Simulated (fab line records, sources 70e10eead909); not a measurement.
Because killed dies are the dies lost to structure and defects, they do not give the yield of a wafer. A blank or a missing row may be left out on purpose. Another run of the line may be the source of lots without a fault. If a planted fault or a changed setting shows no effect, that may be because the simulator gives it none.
Which tool is to blame? ; flow nand harc ; Sampling: 6 lots, 18 wafers, 3 of 1302 route steps

WHAT THE GAUGES SHOWED, per wafer
NHARC_P_STI_INSPECT_11.
lot;measured;on;raw defect count
L739;day 5 07:12;defect inspect-01;8 11 7
L741;day 6 03:39;defect inspect-02;6 6 7
L743;day 6 23:52;defect inspect-01;9 2 6
L746;day 8 06:56;defect inspect-02;11 15 4
L753;day 11 03:29;defect inspect-01;33 26 43
L755;day 11 22:44;defect inspect-01;33 35 31

WHAT TOOL EACH LOT RAN ON (gives the tool, then ch and the chambers of the sampled wafers, and finally the start)
lot;NHARC_P_ZERO_WELL_RTA_42;NHARC_P_STI_OXIDE_29
L739;rtp anneal-01 ch 0, day 4 15:01;furnace-08 ch 0, day 4 20:01
L741;rtp anneal-01 ch 0, day 5 10:54;furnace-08 ch 0, day 5 16:16
L743;rtp anneal-01 ch 0, day 6 06:53;furnace-03 ch 0, day 6 12:34
L746;rtp anneal-02 ch 0, day 7 12:56;furnace-03 ch 0, day 7 19:41
L753;rtp anneal-01 ch 0, day 10 11:04;furnace-03 ch 0, day 10 16:06
L755;rtp anneal-01 ch 0, day 11 07:17;furnace-03 ch 0, day 11 11:20
- NHARC_P_ZERO_WELL_RTA_42: time 300 s.
- NHARC_P_STI_OXIDE_29: material SiO2, target thk 10 nm, ox time 1362 s.

THE ANSWER, worked out from the rows above alone
Rule: the lots themselves supply what counts as usual. Put in order of their means at a reading, lots are off if they are a third of the lots or fewer, leave a main group of 4 or more, and stand apart from it by a gap of 3 or more times the standard deviation of the main group's means; of several such gaps the widest counts. A main group is skipped when, at the precision printed for the reading in the tables above, its means are all equal. Also off: a lot with no number at a reading for which 4 or more lots have one. All remaining lots with rows at the step are treated as sound.
Off: L753, L755, at NHARC_P_STI_INSPECT_11 (raw defect count). The main group: mean 7.7, standard deviation 1.7.
A tool fits if, at a process step before that reading, it ran every lot that is off, and no sound lot after the first of them. Those tools and the gauges at NHARC_P_STI_INSPECT_11 are tried in the same way. Can't be told from this: 3 tools fit, rtp anneal-01 at NHARC_P_ZERO_WELL_RTA_42, furnace-03 at NHARC_P_STI_OXIDE_29, defect inspect-01 at NHARC_P_STI_INSPECT_11.

WHAT THE SIMULATOR HAD PUT IN
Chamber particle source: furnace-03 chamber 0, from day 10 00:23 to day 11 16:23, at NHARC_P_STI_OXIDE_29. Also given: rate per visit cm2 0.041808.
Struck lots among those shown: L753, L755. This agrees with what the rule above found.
